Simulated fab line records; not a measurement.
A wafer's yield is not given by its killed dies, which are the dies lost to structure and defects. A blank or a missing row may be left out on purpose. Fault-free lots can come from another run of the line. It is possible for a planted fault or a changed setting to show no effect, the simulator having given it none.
Check for tools in common || flow nand-harc || Sample size 14 lots and 42 wafers

## WHY THIS WAS OPENED
Flagged at NHARC_A_ONON_D1_THK_MEAS_05: reading thk-nm, on 2 of 14 lots. No-fault wafers: 999 nm, standard deviation 12.
Rule: a lot gets a flag if all its wafers with a number sit over 4 standard deviations from that mean, or if no wafer of it has a number. The other lots count as sound.

{"lot": "L611", "measured": "day 8 01:11", "on": "film-metro-02", "thk-nm (nm), wafer by wafer": "998 997 997", "flag": ""}
{"lot": "L613", "measured": "day 8 14:50", "on": "film-metro-02", "thk-nm (nm), wafer by wafer": "983 981 980", "flag": ""}
{"lot": "L614", "measured": "day 9 02:40", "on": "film-metro-02", "thk-nm (nm), wafer by wafer": "985 985 986", "flag": ""}
{"lot": "L615", "measured": "day 9 02:49", "on": "film-metro-01", "thk-nm (nm), wafer by wafer": "1005 1006 1006", "flag": ""}
{"lot": "L617", "measured": "day 10 02:50", "on": "film-metro-01", "thk-nm (nm), wafer by wafer": "992 991 993", "flag": ""}
{"lot": "L618", "measured": "day 10 19:37", "on": "film-metro-01", "thk-nm (nm), wafer by wafer": "989 986 987", "flag": ""}
{"lot": "L620", "measured": "day 11 12:04", "on": "film-metro-01", "thk-nm (nm), wafer by wafer": "1010 1009 1010", "flag": ""}
{"lot": "L622", "measured": "day 12 12:23", "on": "film-metro-02", "thk-nm (nm), wafer by wafer": "455 457 457", "flag": "FLAGGED"}
{"lot": "L626", "measured": "day 13 18:28", "on": "film-metro-01", "thk-nm (nm), wafer by wafer": "463 464 466", "flag": "FLAGGED"}
{"lot": "L630", "measured": "day 15 12:41", "on": "film-metro-02", "thk-nm (nm), wafer by wafer": "1004 1008 1006", "flag": ""}
{"lot": "L632", "measured": "day 16 09:58", "on": "film-metro-01", "thk-nm (nm), wafer by wafer": "1009 1010 1008", "flag": ""}
{"lot": "L631", "measured": "day 16 09:58", "on": "film-metro-02", "thk-nm (nm), wafer by wafer": "988 986 987", "flag": ""}
{"lot": "L633", "measured": "day 16 21:34", "on": "film-metro-01", "thk-nm (nm), wafer by wafer": "1004 1003 1003", "flag": ""}
{"lot": "L634", "measured": "day 17 10:29", "on": "film-metro-01", "thk-nm (nm), wafer by wafer": "992 992 993", "flag": ""}
On average the flagged lots' numbers are 460 nm, which is -539 nm against the usual, or -45 standard deviations.

## TOOL THAT RAN EACH LOT
Before the reading, the record contains 2 process steps out of a 1302-step route. Each cell gives the tool, then ch followed by the chambers the sampled wafers passed through, then the start.
{"lot": "L611", "flag": "", "NHARC_P_BONDPAD_PVD_17": "pvd-sputter-01, day 8 00:41 or earlier", "NHARC_A_ONON_D1_DEP_03": "pecvd-onon-04 ch 0, day 8 00:41"}
{"lot": "L613", "flag": "", "NHARC_P_BONDPAD_PVD_17": "pvd-sputter-03, day 8 14:23 or earlier", "NHARC_A_ONON_D1_DEP_03": "pecvd-onon-02 ch 0, day 8 14:23"}
{"lot": "L614", "flag": "", "NHARC_P_BONDPAD_PVD_17": "pvd-sputter-01, day 9 02:10 or earlier", "NHARC_A_ONON_D1_DEP_03": "pecvd-onon-03 ch 0, day 9 02:10"}
{"lot": "L615", "flag": "", "NHARC_P_BONDPAD_PVD_17": "pvd-sputter-01, day 9 02:18 or earlier", "NHARC_A_ONON_D1_DEP_03": "pecvd-onon-04 ch 0, day 9 02:18"}
{"lot": "L617", "flag": "", "NHARC_P_BONDPAD_PVD_17": "pvd-sputter-01, day 10 02:19 or earlier", "NHARC_A_ONON_D1_DEP_03": "pecvd-onon-04 ch 0, day 10 02:19"}
{"lot": "L618", "flag": "", "NHARC_P_BONDPAD_PVD_17": "pvd-sputter-01, day 10 19:07 or earlier", "NHARC_A_ONON_D1_DEP_03": "pecvd-onon-04 ch 0, day 10 19:07"}
{"lot": "L620", "flag": "", "NHARC_P_BONDPAD_PVD_17": "pvd-sputter-01, day 11 11:41 or earlier", "NHARC_A_ONON_D1_DEP_03": "pecvd-onon-04 ch 0, day 11 11:41"}
{"lot": "L622", "flag": "FLAGGED", "NHARC_P_BONDPAD_PVD_17": "pvd-sputter-02, day 12 11:53 or earlier", "NHARC_A_ONON_D1_DEP_03": "pecvd-onon-04 ch 0, day 12 11:53"}
{"lot": "L626", "flag": "FLAGGED", "NHARC_P_BONDPAD_PVD_17": "pvd-sputter-02, day 13 18:05 or earlier", "NHARC_A_ONON_D1_DEP_03": "pecvd-onon-04 ch 0, day 13 18:05"}
{"lot": "L630", "flag": "", "NHARC_P_BONDPAD_PVD_17": "pvd-sputter-03, day 15 12:14 or earlier", "NHARC_A_ONON_D1_DEP_03": "pecvd-onon-03 ch 0, day 15 12:14"}
{"lot": "L632", "flag": "", "NHARC_P_BONDPAD_PVD_17": "pvd-sputter-01, day 16 09:27 or earlier", "NHARC_A_ONON_D1_DEP_03": "pecvd-onon-03 ch 0, day 16 09:27"}
{"lot": "L631", "flag": "", "NHARC_P_BONDPAD_PVD_17": "pvd-sputter-02, day 16 09:34 or earlier", "NHARC_A_ONON_D1_DEP_03": "pecvd-onon-04 ch 0, day 16 09:34"}
{"lot": "L633", "flag": "", "NHARC_P_BONDPAD_PVD_17": "pvd-sputter-02, day 16 21:14 or earlier", "NHARC_A_ONON_D1_DEP_03": "pecvd-onon-04 ch 0, day 16 21:14"}
{"lot": "L634", "flag": "", "NHARC_P_BONDPAD_PVD_17": "pvd-sputter-01, day 17 09:59 or earlier", "NHARC_A_ONON_D1_DEP_03": "pecvd-onon-02 ch 0, day 17 09:59"}
What is done by these steps:
- NHARC_P_BONDPAD_PVD_17: deposits TaN, target thk 5 nm, time 8.06 s.
- NHARC_A_ONON_D1_DEP_03: target thk 1000 nm.
- NHARC_A_ONON_D1_THK_MEAS_05: measures by ellipsometry.

## FLAGGED AGAINST TOTAL, ONE TOOL AT A TIME (gauges that did the reading follow at the end)
{"step": "NHARC_P_BONDPAD_PVD_17", "tool": "pvd-sputter-01", "lots run": 8, "flagged": 0, "share of the flagged lots": "none", "sound lots run after its first flagged lot": "-"}
{"step": "NHARC_P_BONDPAD_PVD_17", "tool": "pvd-sputter-02", "lots run": 4, "flagged": 2, "share of the flagged lots": "all", "sound lots run after its first flagged lot": "2 (L631,L633)"}
{"step": "NHARC_P_BONDPAD_PVD_17", "tool": "pvd-sputter-03", "lots run": 2, "flagged": 0, "share of the flagged lots": "none", "sound lots run after its first flagged lot": "-"}
{"step": "NHARC_A_ONON_D1_DEP_03", "tool": "pecvd-onon-02", "lots run": 2, "flagged": 0, "share of the flagged lots": "none", "sound lots run after its first flagged lot": "-"}
{"step": "NHARC_A_ONON_D1_DEP_03", "tool": "pecvd-onon-03", "lots run": 3, "flagged": 0, "share of the flagged lots": "none", "sound lots run after its first flagged lot": "-"}
{"step": "NHARC_A_ONON_D1_DEP_03", "tool": "pecvd-onon-04", "lots run": 9, "flagged": 2, "share of the flagged lots": "all", "sound lots run after its first flagged lot": "2 (L631,L633)"}
{"step": "NHARC_A_ONON_D1_THK_MEAS_05", "tool": "film-metro-01", "lots run": 8, "flagged": 1, "share of the flagged lots": "some", "sound lots run after its first flagged lot": "3 (L632,L633,L634)"}
{"step": "NHARC_A_ONON_D1_THK_MEAS_05", "tool": "film-metro-02", "lots run": 6, "flagged": 1, "share of the flagged lots": "some", "sound lots run after its first flagged lot": "2 (L630,L631)"}
NHARC_P_BONDPAD_PVD_17 gives no start for some lots, so the hours and the order of its lots are those of NHARC_A_ONON_D1_DEP_03.

## WHAT IS ALLOWED BY THE TABLE
Table rows that saw every flagged lot: 2, namely pvd-sputter-02 at NHARC_P_BONDPAD_PVD_17 and pecvd-onon-04 at NHARC_A_ONON_D1_DEP_03.
- pvd-sputter-02 at NHARC_P_BONDPAD_PVD_17: 2 of its 4 lots flagged. After the first flagged lot (L631, L633), sound lots still ran on it; a lasting fault on the whole tool would not permit that.
- pecvd-onon-04 at NHARC_A_ONON_D1_DEP_03: 2 of its 9 lots flagged. After the first flagged lot (L631, L633), sound lots still ran on it; a lasting fault on the whole tool would not permit that.
Not one row of the table ran every flagged lot while running no sound lot after the first.

## WHAT THE SIMULATOR PUT IN
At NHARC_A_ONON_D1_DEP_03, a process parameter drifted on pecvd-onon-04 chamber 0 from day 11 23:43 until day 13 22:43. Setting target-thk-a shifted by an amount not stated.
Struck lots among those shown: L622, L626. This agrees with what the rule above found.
